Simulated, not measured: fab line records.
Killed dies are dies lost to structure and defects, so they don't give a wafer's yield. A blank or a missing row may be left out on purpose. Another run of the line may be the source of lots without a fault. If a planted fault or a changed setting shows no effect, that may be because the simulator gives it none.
Matching of chambers + flow nand harc + 4 sister chambers for NHARC_A_M0_CMP_23 on cmp-04
The step polishes, t overpolish 20 s, target thk 113.75 nm. 8 wafers are shown with their chamber, then 8 later ones without.

WAFERS, EACH WITH ITS CHAMBER
| wafer  | chamber | motor current A (A) | time to endpoint s (s) |
|--------|---------|---------------------|------------------------|
| L080.2 | 3       | 10.4                | 27.6                   |
| L080.3 | 0       | 10.5                | 31.0                   |
| L080.6 | 0       | 9.9                 | 27.9                   |
| L082.6 | 2       | 13.4                | 27.2                   |
| L083.1 | 1       | 12.0                | 25.5                   |
| L083.2 | 3       | 10.4                | 25.9                   |
| L083.5 | 2       | 13.0                | 28.8                   |
| L087.1 | 1       | 12.1                | 28.4                   |

WAFERS WITHOUT THEIR CHAMBER
| wafer  | motor current A (A) | time to endpoint s (s) |
|--------|---------------------|------------------------|
| L087.4 | 9.9                 | 30.0                   |
| L087.5 | 11.9                | 28.8                   |
| L090.1 | 12.9                | 27.7                   |
| L090.3 | 10.3                | 27.1                   |
| L090.5 | 11.9                | 27.5                   |
| L091.4 | 10.1                | 25.8                   |
| L091.5 | 13.0                | 27.5                   |
| L091.6 | 10.5                | 29.3                   |

CHAMBER TAKEN BY EACH
| wafer  | from the rows above     | in truth |
|--------|-------------------------|----------|
| L087.4 | can't be placed: 0 or 3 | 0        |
| L087.5 | 1                       | 1        |
| L090.1 | 2                       | 2        |
| L090.3 | can't be placed: 3 or 0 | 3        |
| L090.5 | 1                       | 1        |
| L091.4 | can't be placed: 3 or 0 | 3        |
| L091.5 | 2                       | 2        |
| L091.6 | can't be placed: 0 or 3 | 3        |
4 of 8 placed correctly. Can't be placed from these rows: 4 (the true chamber is among the candidates in 4). Placed wrongly: 0.
How it was worked out, from the rows above alone: a wafer's distance from a chamber is the root of the sum, over the readings, of the square of ((its reading less the chamber's mean) divided by the reading's scatter). The wafer belongs to the nearest chamber; if the next one is less than 2 further off, it can't be placed. A chamber's mean is the mean of its shown wafers. How the scatter is found: for the shown wafers, subtract from each reading the mean of its chamber, square and add these, divide the total by (wafers less chambers), then take the root.
